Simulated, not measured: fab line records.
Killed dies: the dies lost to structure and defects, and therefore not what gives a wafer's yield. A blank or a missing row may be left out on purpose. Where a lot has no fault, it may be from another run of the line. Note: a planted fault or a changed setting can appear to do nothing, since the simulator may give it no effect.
Split-lot experiment :: flow n5Finfet :: 21 wafers read across 7 lots, on a route 1938 steps long

## THE SPLIT ITSELF
At N5_DUMMY_GATE_ETCH_42 (etches SiO2 in CHF3/O2, target depth 3.5 nm, time 31 s), the setting biasW was moved away from the recipe's 12 W on 7 of the 21 wafers read, by -9.8% to +17.9%. The other wafers ran this setting at the recipe's value.

Reading taken at the split's own step.

## THE READING
rfVppV, in V, at N5_DUMMY_GATE_ETCH_42 (etches SiO2 in CHF3/O2, target depth 3.5 nm, time 31 s). On this fab line, fault-free wafers typically give 42.5 V with a standard deviation of 1.1 V.

wafer: L078.2
tool, chamber at the split: rieDiel-01, 2
biasW as run, W: 12
against the recipe: recipe
rfVppV, V: 43.0
against lot-mates on the recipe: -

wafer: L078.4
tool, chamber at the split: rieDiel-01, 3
biasW as run, W: 12
against the recipe: recipe
rfVppV, V: 44.2
against lot-mates on the recipe: -

wafer: L078.5
tool, chamber at the split: rieDiel-01, 0
biasW as run, W: 12
against the recipe: recipe
rfVppV, V: 44.2
against lot-mates on the recipe: -

wafer: L080.2
tool, chamber at the split: rieDiel-01, 0
biasW as run, W: 14.13
against the recipe: +17.8%
rfVppV, V: 47.9
against lot-mates on the recipe: +4.3

wafer: L080.3
tool, chamber at the split: rieDiel-01, 1
biasW as run, W: 12
against the recipe: recipe
rfVppV, V: 43.6
against lot-mates on the recipe: -

wafer: L080.6
tool, chamber at the split: rieDiel-01, 3
biasW as run, W: 14.13
against the recipe: +17.8%
rfVppV, V: 48.5
against lot-mates on the recipe: +4.9

wafer: L083.2
tool, chamber at the split: rieDiel-01, 3
biasW as run, W: 12
against the recipe: recipe
rfVppV, V: 42.7
against lot-mates on the recipe: -

wafer: L083.4
tool, chamber at the split: rieDiel-01, 2
biasW as run, W: 13.75
against the recipe: +14.6%
rfVppV, V: 46.7
against lot-mates on the recipe: +3.5

wafer: L083.5
tool, chamber at the split: rieDiel-01, 0
biasW as run, W: 12
against the recipe: recipe
rfVppV, V: 43.7
against lot-mates on the recipe: -

wafer: L085.1
tool, chamber at the split: rieDiel-05, 3
biasW as run, W: 12
against the recipe: recipe
rfVppV, V: 41.8
against lot-mates on the recipe: -

wafer: L085.4
tool, chamber at the split: rieDiel-05, 2
biasW as run, W: 12
against the recipe: recipe
rfVppV, V: 40.8
against lot-mates on the recipe: -

wafer: L085.6
tool, chamber at the split: rieDiel-05, 2
biasW as run, W: 12
against the recipe: recipe
rfVppV, V: 42.4
against lot-mates on the recipe: -

wafer: L086.4
tool, chamber at the split: rieDiel-04, 0
biasW as run, W: 10.82
against the recipe: -9.8%
rfVppV, V: 41.7
against lot-mates on the recipe: -1.0

wafer: L086.5
tool, chamber at the split: rieDiel-04, 3
biasW as run, W: 12
against the recipe: recipe
rfVppV, V: 42.7
against lot-mates on the recipe: -

wafer: L086.6
tool, chamber at the split: rieDiel-04, 2
biasW as run, W: 10.82
against the recipe: -9.8%
rfVppV, V: 39.1
against lot-mates on the recipe: -3.6

wafer: L091.3
tool, chamber at the split: rieDiel-05, 0
biasW as run, W: 14.15
against the recipe: +17.9%
rfVppV, V: 48.4
against lot-mates on the recipe: +7.6

wafer: L091.4
tool, chamber at the split: rieDiel-05, 3
biasW as run, W: 14.15
against the recipe: +17.9%
rfVppV, V: 46.8
against lot-mates on the recipe: +6.0

wafer: L091.6
tool, chamber at the split: rieDiel-05, 1
biasW as run, W: 12
against the recipe: recipe
rfVppV, V: 40.8
against lot-mates on the recipe: -

wafer: L095.1
tool, chamber at the split: rieDiel-05, 0
biasW as run, W: 12
against the recipe: recipe
rfVppV, V: 43.5
against lot-mates on the recipe: -

wafer: L095.2
tool, chamber at the split: rieDiel-05, 1
biasW as run, W: 12
against the recipe: recipe
rfVppV, V: 41.7
against lot-mates on the recipe: -

wafer: L095.3
tool, chamber at the split: rieDiel-05, 2
biasW as run, W: 12
against the recipe: recipe
rfVppV, V: 42.2
against lot-mates on the recipe: -

THE FIT
A straight line over all 21 wafers: rfVppV changes by +0.281 V for each +1% of biasW; r = +0.92; the points scatter about the line by 1.1 V.
The same after taking each lot's own level away (the mean of its wafers on the recipe; 21 wafers): +0.296 V for each +1%; r = +0.94; scatter 0.91 V.
On that fit, the largest move of biasW shifts the reading by 5.3 V.
Measured against the standard deviation above, the lots' own levels, which go from 40.80 to 43.80 V, span 2.7 times it.
Consequently the slope shifts little with the lot-to-lot level, the two slopes agreeing.
Check: for one of the wafers moved furthest among these (+17.9%), held out of the fit, the line's prediction against its lot-mates is +4.87 V. Against them it came out at +7.6 V.
Tool readings at the split's step, against how far the setting was moved: rfVppV r = +0.92.

## THE FILE'S OWN FIT
rfVppV changes by +0.292 V for each +1% of biasW, r = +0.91.
